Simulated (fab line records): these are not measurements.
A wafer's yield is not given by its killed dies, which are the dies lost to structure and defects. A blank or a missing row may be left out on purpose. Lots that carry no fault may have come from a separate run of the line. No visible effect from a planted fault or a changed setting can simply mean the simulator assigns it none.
What tool caused it? ; flow nand_harc ; 12 lots, 36 wafers sampled, at 5 steps of a route of 1159

== WHAT EACH GAUGE READ, for each wafer ==
NHARC_A_M0_THK_MEAS_24: measures by xrf.
lot;measured;on;thk_nm (nm)
L154;day 18 03:27;film_metro-02;112.8 113.2 113.6
L161;day 19 15:17;film_metro-01;112.4 111.9 113.9
L164;day 20 04:23;film_metro-02;111.8 113.1 113.9
L167;day 20 12:16;film_metro-01;114.2 114.5 114.7
L165;day 20 21:47;film_metro-02;115.1 114.3 114.8
L169;day 21 12:31;film_metro-01;113.3 115.4 115.3
L171;day 21 19:09;film_metro-02;115.4 113.7 116.5
L170;day 22 03:07;film_metro-01;114.3 114.5 115.0
L173;day 22 03:39;film_metro-01;113.5 113.6 113.4
L172;day 22 04:16;film_metro-01;113.9 113.3 115.5
L176;day 23 05:13;film_metro-01;112.4 114.9 114.9
L175;day 23 16:20;film_metro-01;112.6 113.3 114.9

NHARC_A_M1_CD_MEAS_16.
lot;measured;on;cd_nm (nm)
L154;day 18 05:46;cd_sem-03;119.8 119.3 119.0
L161;day 19 17:25;cd_sem-01;121.2 121.0 119.0
L164;day 20 06:22;cd_sem-03;119.4 118.1 119.7
L167;day 20 14:13;cd_sem-01;122.4 120.9 119.1
L165;day 20 23:52;cd_sem-03;120.1 119.5 121.3
L169;day 21 14:34;cd_sem-01;120.3 118.7 120.2
L171;day 21 21:13;cd_sem-03;119.0 120.1 119.7
L170;day 22 05:14;cd_sem-02;119.5 120.5 119.5
L173;day 22 05:50;cd_sem-01;118.0 118.5 118.7
L172;day 22 06:12;cd_sem-03;119.7 121.5 120.5
L176;day 23 08:39;cd_sem-02;120.0 120.2 118.0
L175;day 23 18:13;cd_sem-02;122.7 121.4 121.1

NHARC_END_SORT_01.
lot;measured;on;defect_limited_yield (%);killed_at_array;killed_at_other;killed_at_periphery;killed_dies;killed_open;killed_short;sort_bin_2_pct (%);sort_bin_3_pct (%);sort_bin_4_pct (%);sort_n_pass;sort_rim_yield_pct (%);sort_yield_pct (%)
L161;day 21 06:46;prober-01;95.9;25;0;3;28;2;3;1.0;0.30;2.8;649;91.5;95.9

== EACH LOT AND THE TOOL THAT RAN IT (in order: tool; ch and the chambers of the sampled wafers; start) ==
lot;NHARC_A_M1_ETCH_28;NHARC_A_M1_DEP_33
L154;rie_diel-03 ch 0,1, day 18 06:05;pecvd-01 ch 0,1, day 18 08:23
L161;rie_diel-03 ch 0,2,3, day 19 17:44;pecvd-03 ch 1,2, day 19 20:14
L164;rie_diel-03 ch 0,1,3, day 20 06:40;pecvd-02 ch 0,1,2, day 20 08:50
L167;rie_diel-08 ch 0,3, day 20 14:31;pecvd-02 ch 0,1,2, day 20 16:47
L165;rie_diel-11 ch 0,1,2, day 21 00:10;pecvd-01 ch 0,1,2, day 21 02:18
L169;rie_diel-11 ch 0,2,3, day 21 14:54;pecvd-01 ch 0,1,2, day 21 17:05
L171;rie_diel-11 ch 0,1,2, day 21 21:32;pecvd-02 ch 0,1,2, day 21 23:40
L170;rie_diel-11 ch 0,1,3, day 22 05:33;pecvd-03 ch 0,1,2, day 22 07:44
L173;rie_diel-08 ch 0,1,3, day 22 06:14;pecvd-02 ch 0,2, day 22 08:23
L172;rie_diel-11 ch 0,2,3, day 22 06:31;pecvd-03 ch 0,2, day 22 08:40
L176;rie_diel-03 ch 1,2, day 23 08:58;pecvd-01 ch 0,1, day 23 11:13
L175;rie_diel-08 ch 1,2,3, day 23 18:33;pecvd-02 ch 0,1, day 23 20:43
- NHARC_A_M1_ETCH_28: etches the open film in CF4/N2, target depth 30 nm, time 72.99 s.
- NHARC_A_M1_DEP_33: deposits SiCN, target thk 30 nm.

== AS READ BY THE TOOLS THEMSELVES (means over the sampled wafers that have a number; for cases with no such wafer, the mark the record gives instead) ==
NHARC_A_M1_ETCH_28.
lot;tool;drypump_motor_current_A (A);oes_product_au (a.u.);rf_vpp_V (V);run_length_s (s);showerhead_plenum_p_Torr (Torr);throttle_valve_pct (%)
L154;rie_diel-03;5.7;0.994;315.1;93.9;2.71;19.798
L161;rie_diel-03;5.1;0.992;312.1;87.8;2.53;19.796
L164;rie_diel-03;5.3;0.988;314.7;87.8;2.64;19.794
L167;rie_diel-08;6.2;1.006;315.7;94.3;2.75;19.809
L165;rie_diel-11;6.2;1.004;313.2;94.3;2.61;19.797
L169;rie_diel-11;6.2;1.000;313.7;94.2;2.59;19.795
L171;rie_diel-11;6.2;1.000;314.0;94.5;2.61;19.797
L170;rie_diel-11;6.3;1.005;313.4;94.5;2.61;19.793
L173;rie_diel-08;6.2;0.991;315.0;94.4;2.75;19.787
L172;rie_diel-11;6.3;0.999;314.7;94.4;2.59;19.788
L176;rie_diel-03;5.6;0.990;312.7;93.9;2.54;19.795
L175;rie_diel-08;6.3;0.997;316.3;94.2;2.73;19.787

NHARC_A_M1_DEP_33.
lot;tool;heater_power_w (W)
L154;pecvd-01;584
L161;pecvd-03;482
L164;pecvd-02;496
L167;pecvd-02;472
L165;pecvd-01;580
L169;pecvd-01;580
L171;pecvd-02;486
L170;pecvd-03;468
L173;pecvd-02;466
L172;pecvd-03;471
L176;pecvd-01;609
L175;pecvd-02;533

== THE ANSWER, worked out from the rows above alone ==
Rule: usual is defined by the lots themselves. The widest of any qualifying gaps counts: lots, ordered by their means at a reading, are off when they make up no more than a third of the lots, leave a main group of 4 or more, and stand apart from it by 3 or more times the standard deviation of that group's means. A main group is skipped when, at the precision printed for the reading in the tables above, its means are all equal. Also off: a lot with no number at a reading for which 4 or more lots have one. The other lots that the step has rows for count as sound. After the gauges, taken in route order, come the tools' own readings; for these a lot's mean is taken, as printed above. The first step at which some lot is off is used, and at that step the reading that is off furthest; a lot without a number counts as furthest.
Off, at NHARC_A_M1_ETCH_28 on run_length_s: L161, L164. The main group has a mean of 94.3 s with a standard deviation of 0.21.
A tool fits if, at that step or a process step before it, it ran every lot that is off, and no sound lot after the first of them. None of those tried fits.

== WHAT HAD BEEN PUT IN BY THE SIMULATOR ==
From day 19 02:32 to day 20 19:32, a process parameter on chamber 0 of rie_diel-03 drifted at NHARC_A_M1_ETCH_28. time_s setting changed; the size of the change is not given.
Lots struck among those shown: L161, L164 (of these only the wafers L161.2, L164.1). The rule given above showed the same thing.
